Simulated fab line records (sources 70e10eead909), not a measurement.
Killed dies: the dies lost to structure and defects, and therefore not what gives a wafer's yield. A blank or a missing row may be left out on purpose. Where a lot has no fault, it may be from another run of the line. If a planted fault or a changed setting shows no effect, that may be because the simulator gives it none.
fab line records ; flow nand-harc
record lots=11; wafers=33; last-day=33
route steps=1302 shown P_ZERO_WELL@12 P_STI@89 P_GATE@157 END@1302
lots with no fault: from the same line, run without faults
start-h: hours from the record's opening day to when the first of the lot's shown wafers began ; wait-h: hours since the lot's step before ; " unchanged from the row above ; L1.1+2: a row that stands for several wafers ; - no value, or no start was given ; * or withheld: withheld ; < > ~ a bound
route shown NAME@n: names a module that has steps shown in the file, with the first one's number in the route ; usual: average and standard deviation across the fault-free wafers ; same: alike in all rows ; chamber/n: place in a boat ; sites: per-site readings ; _std_site: standard deviation across them ; _edge_site: the outer-site mean with the inner-site mean subtracted ; radius-mm: for every site, how far away it sits from the centre of the wafer ; mask NAME#n: copy n ; behind: tool/chamber where the wafer was last shaped ; hold: what put the lot on hold/how long, in hours/how the hold closed ; device: transistor that didn't switch, given as n, p or np ; end of line: the same wafers' tests at the end of the route ; for a step that has no rows: nothing shown but its recipe ; killed: dies lost to structure and defects at the first sort, not the wafer's yield ; map: the dies of a wafer, with x for killed, . for not killed, _ for no die there
set.NAME: the run value of the setting; set.NAME@STEP: its run value at that earlier step ; model.NAME: the simulator's own value behind a step, which no gauge read
one table for each step of the route and one row for each wafer, over a sample of lots
services: the hour from which a tool's chamber was out of use, counted from the record's first day as start-h (under 0 if before that day), plus the number of hours and why
## steps
# step NHARC_P_ZERO_WELL_PEB_09
# recipe peb-temp-c=128; peb-time-s=80
# usual heater-power-total-W=189.8/0.8; plate-temp-C=128.01/0.15
lot.wafer;tool;chamber;start-h;wait-h;heater-power-total-W;plate-temp-C
L824.2;litho-track-02;0;41.17;0.1;188.6;127.96
L824.3;litho-track-02;0;41.17;0.1;190.6;128.02
L824.6;litho-track-02;0;41.17;0.1;190.7;128.01
L825.2;litho-track-02;0;51.51;0.1;188.7;128.17
L825.3;litho-track-02;0;51.51;0.1;190.5;128.41
L825.6;litho-track-02;0;51.51;0.1;190.6;128.07
L831.3;litho-track-05;0;111.16;0.1;175.2;121.06
L831.4;litho-track-05;0;111.16;0.1;176.4;121.09
L831.6;litho-track-05;0;111.16;0.1;175.5;121.18
L833.3;litho-track-05;0;131.23;0.0;176.6;120.95
L833.5;litho-track-05;0;131.23;0.0;175.2;120.86
L833.6;litho-track-05;0;131.23;0.0;175.1;120.89
L836.2;litho-track-03;0;161.09;0.1;190.8;127.95
L836.3;litho-track-03;0;161.09;0.1;189.3;128.05
L836.5;litho-track-03;0;161.09;0.1;190.6;127.91
L837.2;litho-track-03;0;171.16;0.1;189.7;127.90
L837.3;litho-track-03;0;171.16;0.1;189.7;127.74
L837.4;litho-track-03;0;171.16;0.1;190.0;127.81
L839.2;litho-track-05;0;191.16;0.1;189.0;128.00
L839.4;litho-track-05;0;191.16;0.1;188.7;128.14
L839.5;litho-track-05;0;191.16;0.1;189.5;128.14
L840.2;litho-track-05;0;201.16;0.1;190.9;128.27
L840.4;litho-track-05;0;201.16;0.1;189.3;128.36
L840.5;litho-track-05;0;201.16;0.1;188.9;128.10
L841.1;litho-track-03;0;211.15;0.1;189.7;128.12
L841.2;litho-track-03;0;211.15;0.1;188.6;128.13
L841.4;litho-track-03;0;211.15;0.1;189.2;128.00
L843.2;litho-track-05;0;231.16;0.1;190.5;127.94
L843.4;litho-track-05;0;231.16;0.1;190.9;127.96
L843.5;litho-track-05;0;231.16;0.1;190.4;127.80
L844.2;litho-track-02;0;241.16;0.1;190.6;128.04
L844.4;litho-track-02;0;241.16;0.1;189.5;128.04
L844.6;litho-track-02;0;241.16;0.1;189.5;128.01
# step NHARC_P_ZERO_WELL_CD_MEAS_11
# recipe target-cd-nm=500; landing-energy-ev=500
# usual cd-nm=499.8/1.5
lot.wafer;tool;chamber;start-h;wait-h;cd-nm
L824.2;cd-sem-03;0;41.26;-;499.1
L824.3;cd-sem-03;0;41.26;-;499.5
L824.6;cd-sem-03;0;41.26;-;499.9
L825.2;cd-sem-01;0;51.61;-;501.3
L825.3;cd-sem-01;0;51.61;-;501.2
L825.6;cd-sem-01;0;51.61;-;499.4
L831.3;cd-sem-02;0;111.24;-;436.9
L831.4;cd-sem-02;0;111.24;-;437.9
L831.6;cd-sem-02;0;111.24;-;436.3
L833.3;cd-sem-02;0;131.31;-;438.4
L833.5;cd-sem-02;0;131.31;-;436.9
L833.6;cd-sem-02;0;131.31;-;437.0
L836.2;cd-sem-03;0;161.18;-;499.4
L836.3;cd-sem-03;0;161.18;-;501.0
L836.5;cd-sem-03;0;161.18;-;499.4
L837.2;cd-sem-02;0;171.24;-;500.4
L837.3;cd-sem-02;0;171.24;-;502.7
L837.4;cd-sem-02;0;171.24;-;500.4
L839.2;cd-sem-01;0;191.25;-;499.0
L839.4;cd-sem-01;0;191.25;-;501.5
L839.5;cd-sem-01;0;191.25;-;501.8
L840.2;cd-sem-02;0;201.24;-;499.6
L840.4;cd-sem-02;0;201.24;-;500.1
L840.5;cd-sem-02;0;201.24;-;500.0
L841.1;cd-sem-02;0;211.23;-;501.9
L841.2;cd-sem-02;0;211.23;-;499.2
L841.4;cd-sem-02;0;211.23;-;501.1
L843.2;cd-sem-02;0;231.24;-;499.5
L843.4;cd-sem-02;0;231.24;-;502.3
L843.5;cd-sem-02;0;231.24;-;500.4
L844.2;cd-sem-01;0;241.25;-;498.8
L844.4;cd-sem-01;0;241.25;-;498.2
L844.6;cd-sem-01;0;241.25;-;499.8
# step NHARC_P_ZERO_WELL_DESCUM_54
# recipe time-s=3; o2-flow-sccm=200; ar-flow-sccm=0; bias-power-w=0; chemistry=O2
# usual drypump-motor-current-A=5.8/0.37; o2-flow-sccm=200.1/0.67; oes-product-au=1.001/0.0065; rf-vpp-V=57.9/0.94; showerhead-plenum-p-Torr=1.94/0.094; throttle-valve-pct=11.312/0.0091
lot.wafer;tool;chamber;start-h;wait-h;drypump-motor-current-A;o2-flow-sccm;oes-product-au;rf-hours-counter-h;rf-vpp-V;showerhead-plenum-p-Torr;throttle-valve-pct
L824.3;rie-diel-05;3;46.03;-;5.5;200.0;0.995;50;56.8;1.91;11.303
L824.2;rie-diel-05;2;46.03;-;5.3;200.2;1.001;50;58.0;2.02;11.288
L824.6;rie-diel-05;3;46.03;-;5.5;200.4;1.000;-;56.3;1.91;11.314
L825.2;rie-diel-13;2;56.26;-;6.3;200.1;1.001;21;55.4;1.79;11.307
L825.3;rie-diel-13;1;56.26;-;6.4;198.8;0.998;16;58.7;2.03;11.303
L825.6;rie-diel-13;3;56.26;-;6.1;200.2;1.017;-;57.4;1.85;11.317
L831.3;rie-diel-05;0;116.05;-;6.2;199.9;0.997;10;58.8;2.02;11.308
L831.4;rie-diel-05;1;116.05;-;5.5;199.2;1.002;18;57.9;2.05;11.318
L831.6;rie-diel-05;2;116.05;-;5.3;200.6;0.996;-;57.3;2.01;11.311
L833.3;rie-diel-05;1;136.19;-;5.5;199.9;0.998;25;58.7;2.05;11.307
L833.6;rie-diel-05;3;136.19;-;5.5;199.9;1.001;-;59.3;1.91;11.314
L833.5;rie-diel-05;0;136.19;-;6.2;201.3;1.001;-;58.1;2.02;11.305
L836.3;rie-diel-05;1;166.02;-;5.5;200.1;0.991;35;58.5;2.05;11.331
L836.2;rie-diel-05;2;166.02;-;5.3;200.9;0.991;34;58.3;2.00;11.311
L836.5;rie-diel-05;3;166.02;-;5.5;200.1;1.001;-;56.1;1.90;11.310
L837.2;rie-diel-05;3;176.63;-;5.5;200.0;1.008;30;57.5;1.90;11.319
L837.3;rie-diel-05;0;176.63;-;6.2;199.5;0.991;27;58.9;2.01;11.309
L837.4;rie-diel-05;1;176.63;-;5.5;200.7;0.996;39;58.5;2.04;11.315
L839.2;rie-diel-05;0;196.04;-;6.2;199.5;1.004;33;57.7;2.01;11.321
L839.4;rie-diel-05;2;196.04;-;5.3;200.3;1.008;48;58.5;2.00;11.317
L839.5;rie-diel-05;0;196.04;-;6.2;199.6;0.999;-;59.0;2.01;11.318
L840.4;rie-diel-13;1;205.95;-;6.4;199.8;1.011;10;56.8;2.01;11.320
L840.2;rie-diel-13;2;205.95;-;6.3;200.5;1.006;10;56.8;1.78;11.295
L840.5;rie-diel-13;0;205.95;-;6.5;199.7;1.004;-;57.0;1.84;11.311
L841.2;rie-diel-07;1;215.75;-;5.7;200.9;1.007;34;56.2;1.82;11.303
L841.4;rie-diel-07;2;215.75;-;5.9;200.3;1.005;31;56.4;1.90;11.308
L841.1;rie-diel-07;3;215.75;-;6.1;200.1;0.996;31;58.1;2.05;11.323
L843.4;rie-diel-07;3;236.17;-;6.2;200.3;0.996;40;57.9;2.04;11.321
L843.2;rie-diel-07;0;236.17;-;6.1;199.9;0.998;43;57.5;1.78;11.318
L843.5;rie-diel-07;3;236.17;-;6.2;200.7;0.998;-;58.8;2.05;11.329
L844.4;rie-diel-07;3;245.99;-;6.1;199.4;0.998;42;57.8;2.04;11.312
L844.2;rie-diel-07;0;245.99;-;6.1;200.6;1.011;45;59.2;1.78;11.312
L844.6;rie-diel-07;2;245.99;-;5.9;201.2;1.006;-;58.2;1.90;11.316
# step NHARC_P_STI_ETCH_31
# recipe target-depth-a=1089; time-s=54.5; cf4-flow-sccm=100; chf3-flow-sccm=30; ar-flow-sccm=0; rf-w=500; bias-w=200; chemistry=CF4/CHF3
# usual drypump-motor-current-A=5.5/0.32; oes-product-au=0.961/0.018; rf-vpp-V=370.6/2.6; showerhead-plenum-p-Torr=1.57/0.076; throttle-valve-pct=16.803/0.0092
lot.wafer;tool;chamber;start-h;wait-h;drypump-motor-current-A;oes-product-au;rf-hours-counter-h;rf-vpp-V;showerhead-plenum-p-Torr;throttle-valve-pct
L824.2;rie-diel-01;2;-;-;5.7;0.934;2;372.7;1.63;16.786
L824.3;rie-diel-01;3;-;-;5.3;0.947;2;366.6;1.48;16.800
L824.6;rie-diel-01;3;-;-;5.3;0.948;-;367.5;1.48;16.810
L825.2;rie-diel-03;0;-;-;4.9;0.968;10;367.7;1.51;16.811
L825.3;rie-diel-03;1;-;-;6.1;0.956;9;367.2;1.47;16.803
L825.6;rie-diel-03;3;-;-;6.0;0.972;-;372.7;1.65;16.788
L831.4;rie-diel-03;1;-;-;6.2;0.947;1;367.6;1.47;16.807
L831.3;rie-diel-03;2;-;-;6.0;0.968;1;368.1;1.50;16.799
L831.6;rie-diel-03;3;-;-;6.0;0.969;-;373.3;1.65;16.814
L833.3;rie-diel-11;0;-;-;5.3;0.954;2;369.0;1.54;16.805
L833.6;rie-diel-11;3;-;-;5.0;0.960;-;370.1;1.54;16.808
L833.5;rie-diel-11;0;-;-;5.3;0.956;-;369.2;1.54;16.795
L836.2;rie-diel-01;2;-;-;5.7;0.977;13;371.4;1.63;16.798
L836.3;rie-diel-01;1;-;-;5.4;0.962;13;370.6;1.58;16.805
L836.5;rie-diel-01;2;-;-;5.7;0.971;-;373.7;1.63;16.794
L837.3;rie-diel-01;2;-;-;5.7;0.959;13;373.8;1.63;16.813
L837.2;rie-diel-01;3;-;-;5.3;0.992;14;367.6;1.48;16.815
L837.4;rie-diel-01;0;-;-;5.7;0.974;14;372.6;1.68;16.816
L839.2;rie-diel-01;0;-;-;5.6;0.982;0;375.2;1.68;16.810
L839.4;rie-diel-01;1;-;-;5.4;0.971;0;370.3;1.58;16.811
L839.5;rie-diel-01;0;-;-;5.6;0.989;-;372.2;1.68;16.811
L840.4;rie-diel-11;2;-;-;5.7;0.957;8;369.9;1.50;16.824
L840.2;rie-diel-11;0;-;-;5.3;0.967;7;369.7;1.54;16.796
L840.5;rie-diel-11;3;-;-;5.1;0.959;-;370.2;1.54;16.804
L841.4;rie-diel-11;0;-;-;5.3;0.916;7;369.6;1.54;16.800
L841.1;rie-diel-11;2;-;-;5.7;0.920;8;368.0;1.50;16.803
L841.2;rie-diel-11;3;-;-;5.1;0.924;8;371.0;1.54;16.798
L843.4;rie-diel-11;2;-;-;5.7;0.957;8;367.9;1.50;16.787
L843.2;rie-diel-11;3;-;-;5.1;0.978;9;370.8;1.54;16.794
L843.5;rie-diel-11;1;-;-;5.9;0.956;-;374.9;1.69;16.796
L844.2;rie-diel-01;0;-;-;5.6;0.930;4;371.5;1.68;16.804
L844.4;rie-diel-01;2;-;-;5.7;0.927;4;372.7;1.63;16.817
L844.6;rie-diel-01;0;-;-;5.6;0.927;-;373.0;1.68;16.801
# step NHARC_P_GATE_STRIP_101
# recipe time-s=20; o2-flow-sccm=500; ar-flow-sccm=0; bias-w=0; chemistry=O2
# usual drypump-motor-current-A=5.7/0.41; o2-flow-sccm=500.1/1.5; oes-product-au=0.998/0.0087; rf-vpp-V=57.8/0.89; showerhead-plenum-p-Torr=3.55/0.12; throttle-valve-pct=17.038/0.0095
lot.wafer;tool;chamber;start-h;wait-h;drypump-motor-current-A;o2-flow-sccm;oes-product-au;rf-hours-counter-h;rf-vpp-V;showerhead-plenum-p-Torr;throttle-valve-pct
L824.3;rie-diel-06;2;127.24;0.1;5.8;499.8;0.992;10.6;57.7;3.61;17.033
L824.2;rie-diel-06;1;127.24;0.1;6.0;499.0;1.008;9.3;57.4;3.59;17.043
L824.6;rie-diel-06;3;127.24;0.1;6.0;501.6;1.015;-;58.1;3.66;17.036
L825.3;rie-diel-08;3;132.09;0.1;6.1;502.2;1.002;6.2;58.1;3.56;17.060
L825.2;rie-diel-08;1;132.09;0.1;5.5;499.3;0.994;5.7;57.6;3.42;17.046
L825.6;rie-diel-08;2;132.09;0.1;5.5;498.6;1.005;-;57.7;3.38;17.036
L831.3;rie-diel-06;0;197.02;0.1;4.8;500.9;0.984;2.7;59.0;3.45;17.036
L831.4;rie-diel-06;2;197.02;0.1;5.8;499.4;0.993;-;57.5;3.61;17.045
L831.6;rie-diel-06;3;197.02;0.1;6.0;499.5;0.992;-;58.3;3.66;17.043
L833.3;rie-diel-04;0;219.39;0.1;5.9;500.3;0.989;0.6;56.7;3.37;17.050
L833.5;rie-diel-04;1;219.39;0.1;6.2;500.2;0.995;-;58.7;3.48;17.039
L833.6;rie-diel-04;2;219.39;0.1;5.6;501.4;0.990;-;59.2;3.64;17.047
L837.2;rie-diel-08;3;250.28;0.1;6.1;499.2;0.994;3.3;59.1;3.56;17.032
L837.3;rie-diel-08;0;250.28;0.1;5.9;500.8;0.992;3.5;59.8;3.74;17.045
L837.4;rie-diel-08;2;250.28;0.1;5.5;499.0;1.006;-;58.3;3.38;17.042
L836.3;rie-diel-08;3;250.62;0.1;6.1;502.8;0.993;3.3;57.6;3.56;17.045
L836.2;rie-diel-08;2;250.62;0.1;5.5;498.4;1.005;2.4;57.3;3.38;17.043
L836.5;rie-diel-08;3;250.62;0.1;6.1;499.7;0.998;-;58.8;3.56;17.053
L839.4;rie-diel-08;1;274.98;0.1;5.5;498.1;1.003;4.5;57.7;3.41;17.038
L839.2;rie-diel-08;2;274.98;0.1;5.5;502.9;1.013;4.0;57.2;3.38;17.028
L839.5;rie-diel-08;1;274.98;0.1;5.5;500.5;0.984;-;58.7;3.41;17.041
L840.4;rie-diel-08;2;287.58;0.1;5.5;502.1;1.005;5.5;57.6;3.37;17.033
L840.2;rie-diel-08;3;287.58;0.1;6.1;500.1;0.993;6.2;57.3;3.56;17.017
L840.5;rie-diel-08;2;287.58;0.1;5.5;498.4;0.994;-;58.1;3.37;17.027
L841.2;rie-diel-06;1;297.77;0.1;6.1;501.0;0.996;8.4;58.0;3.58;17.030
L841.4;rie-diel-06;3;297.77;0.1;6.0;503.2;1.003;7.7;58.4;3.66;17.028
L841.1;rie-diel-06;0;297.77;0.1;4.7;502.0;0.990;7.7;56.0;3.45;17.037
L843.2;rie-diel-04;3;308.88;0.1;5.2;502.9;0.997;6.5;58.5;3.66;17.054
L843.4;rie-diel-04;0;308.88;0.1;5.9;499.1;0.988;6.7;57.3;3.37;17.045
L843.5;rie-diel-04;1;308.88;0.1;6.2;500.3;0.982;-;56.9;3.48;17.032
L844.2;rie-diel-08;2;320.89;0.1;5.4;499.4;0.998;7.2;56.3;3.37;17.050
L844.4;rie-diel-08;0;320.89;0.1;5.8;499.6;0.995;8.0;58.6;3.74;17.044
L844.6;rie-diel-08;3;320.89;0.1;6.1;499.4;1.004;-;57.8;3.56;17.044
# step NHARC_END_SORT_01
# recipe temp-c=25
# usual killed-at-array=56/21; killed-at-other=1.2/1.6; killed-at-periphery=3.7/2.5; killed-dies=61/21; killed-open=3.1/1.8; killed-short=2.8/1.7
# same gross-dies=677
lot.wafer;tool;chamber;start-h;wait-h;killed-at-array;killed-at-other;killed-at-periphery;killed-dies;killed-open;killed-short
L831.3;prober-01;0;654.19;3.1;75;3;40;118;2;3
L831.4;prober-01;0;654.99;3.4;65;0;43;108;2;2
L831.6;prober-01;0;656.60;4.0;88;2;49;139;1;3
L833.3;prober-02;0;673.28;3.1;47;4;44;95;5;4
L833.5;prober-02;0;674.85;3.7;47;0;37;84;0;2
L833.6;prober-02;0;675.64;3.9;42;0;44;86;2;3
# killed by level:class
L831.3 P_ZERO_WELL:area-peb=34 A_CHANNEL_HOLE_D1:chamber-film-flake=28 A_SLIT:chamber-film-flake=26 A_CHANNEL_HOLE_D2:chamber-film-flake=10 A_CONTACT:chamber-film-flake=3 A_ONON_D1:geometric-particle:short=2 P_ZERO_WELL:chamber-film-flake=2 P_M1:chamber-film-flake=2
L831.4 P_ZERO_WELL:area-peb=41 A_CHANNEL_HOLE_D1:chamber-film-flake=26 A_SLIT:chamber-film-flake=16 A_CHANNEL_HOLE_D2:chamber-film-flake=15 P_M1:chamber-film-flake=2 A_M1:chamber-film-flake=2 A_SOURCE_PLATE:geometric-particle:short=1 A_CHANNEL_HOLE_D2:geometric-particle:open=1
L831.6 P_ZERO_WELL:area-peb=48 A_CHANNEL_HOLE_D1:chamber-film-flake=34 A_SLIT:chamber-film-flake=29 A_CHANNEL_HOLE_D2:chamber-film-flake=15 A_STAIRCASE:chamber-film-flake=4 P_CONTACT:geometric-particle:short=1 A_ONON_D2:geometric-particle:short=1 A_CHANNEL_HOLE_D2:geometric-particle:short=1
L833.3 A_CHANNEL_HOLE_D1:chamber-film-flake=37 P_ZERO_WELL:area-peb=36 P_GATE:chamber-film-flake=3 P_M0:geometric-particle:open=2 P_STI:chamber-film-flake=2 P_CONTACT:geometric-particle:open=1 A_SOURCE_PLATE:geometric-particle:short=1 A_ONON_D1:geometric-particle:short=1
L833.5 P_ZERO_WELL:area-peb=35 A_CHANNEL_HOLE_D1:chamber-film-flake=33 A_CONTACT:chamber-film-flake=4 P_ZERO_WELL:chamber-film-flake=2 A_ZERO_WELL:chamber-film-flake=2 A_SOURCE_PLATE:geometric-particle:short=1 A_ONON_D1:geometric-particle:short=1 A_CHANNEL_HOLE_D2:chamber-film-flake=1
L833.6 P_ZERO_WELL:area-peb=39 A_CHANNEL_HOLE_D1:chamber-film-flake=29 P_GATE:chamber-film-flake=4 A_WL_FILL:geometric-particle:short=2 A_M0:geometric-particle:open=2 A_STAIRCASE:chamber-film-flake=2 A_CONTACT:chamber-film-flake=2 A_M1:geometric-particle:short=1
## services
tool;chamber;start-h;hours;kind
rie-diel-01;-;27.03;9.0;pm
rie-diel-05;-;52.63;9.0;pm
rie-diel-05;0;71.89;6.3;repair
rie-diel-11;-;78.50;9.0;pm
rie-diel-11;-;90.50;0.5;repair
rie-diel-05;0;99.49;8.2;repair
rie-diel-05;2;108.82;2.6;repair
litho-track-05;-;124.00;7.0;pm
rie-diel-08;0;147.02;23.0;repair
rie-diel-08;3;175.05;12.2;repair
rie-diel-08;2;180.09;9.1;repair
rie-diel-08;-;191.47;9.0;pm
rie-diel-01;1;195.74;3.0;repair
rie-diel-01;3;201.20;7.4;repair
rie-diel-01;-;204.03;9.0;pm
rie-diel-05;-;229.63;9.0;pm
rie-diel-08;1;248.51;4.1;repair
rie-diel-11;0;254.83;8.0;repair
rie-diel-11;-;255.50;9.0;pm
rie-diel-11;0;265.06;3.6;repair
rie-diel-11;-;278.75;0.5;repair
litho-track-05;-;299.00;7.0;pm
rie-diel-05;0;307.80;3.0;repair
rie-diel-11;2;314.03;7.1;repair
## key
first-sign step=NHARC_P_ZERO_WELL_PEB_09; reading=plate-temp-C; direction=down; sigmas=48; usual=*; struck=*
effect step=NHARC_P_ZERO_WELL_PEB_09; reading=heater-power-total-W; direction=down; sigmas=18; usual=*; struck=*
effect step=NHARC_P_ZERO_WELL_CD_MEAS_11; reading=cd-nm; direction=down; sigmas=41; usual=499.8; struck=437.2
effect step=NHARC_END_SORT_01; reading=killed-at-periphery; direction=up; sigmas=16; usual=3.7; struck=42.8
more-kills-born-at NHARC_P_ZERO_WELL_PEB_09@litho-track-05=233
met-at NHARC_P_ZERO_WELL_PEB_09
struck-lots L831,L833
tester-left-out L831,L833
not-acting-at NHARC_P_ZERO_WELL_DESCUM_54,NHARC_P_STI_ETCH_31,NHARC_P_GATE_STRIP_101
fault kind=process-parameter-drift; tool=litho-track-05; chamber=-; onset-h=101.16; steps=NHARC_P_ZERO_WELL_PEB_09; channel=peb-temp-c; offset=*; shape=step; end-h=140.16; acts-in=*; stated=*
# tester-left-out: of these lots the tester's yield and bins aren't shown, on N5 and GAA mostly nor the transistor test; their killed dies are dies lost to structure and defects alone, not to doping, threshold or leakage, so they don't give the yield
